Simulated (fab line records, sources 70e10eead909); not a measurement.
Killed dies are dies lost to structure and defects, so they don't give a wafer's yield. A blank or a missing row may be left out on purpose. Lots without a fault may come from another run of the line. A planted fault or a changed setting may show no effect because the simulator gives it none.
Chamber matching | flow nand_harc | NHARC_THIN_TSV_DEP_43 on pecvd-03: 3 sister chambers
The step deposits SiO2, target thk 1328.5 nm. 6 wafers are shown with their chamber, then 7 later ones without.

WAFERS WITH THEIR CHAMBER
wafer  | chamber | throttle_valve_pct (%)
L835.6 | 1       | 15.7
L837.1 | 1       | 15.7
L837.4 | 0       | 16.7
L841.4 | 2       | 15.1
L841.6 | 0       | 16.1
L852.2 | 2       | 15.3

WAFERS WITHOUT THEIR CHAMBER
wafer  | throttle_valve_pct (%)
L852.6 | 15.3
L850.1 | 15.3
L850.2 | 15.2
L850.4 | 16.0
L853.1 | 16.1
L853.2 | 15.1
L853.4 | 15.3

WHICH CHAMBER EACH WENT THROUGH
wafer  | from the rows above          | in truth
L852.6 | can't be placed: 2 or 1      | 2
L850.1 | can't be placed: 2 or 1      | 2
L850.2 | can't be placed: 2 or 1      | 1
L850.4 | can't be placed: 1 or 0 or 2 | 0
L853.1 | can't be placed: 0 or 1      | 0
L853.2 | can't be placed: 2 or 1      | 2
L853.4 | can't be placed: 2 or 1      | 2
Placed correctly: 0 of 7. Can't be placed from these rows: 7 (the true chamber is among the candidates in 7). Placed wrongly: 0.
How it was worked out, from the rows above alone: a wafer's distance from a chamber is the root of the sum, over the readings, of the square of ((its reading less the chamber's mean) divided by the reading's scatter). The wafer belongs to the nearest chamber; if the next one is less than 2 further off, it can't be placed. A chamber's mean is the mean of its shown wafers. The scatter: the root of (the sum of the squares of (reading less its chamber's mean) over the shown wafers, divided by (wafers less chambers)).
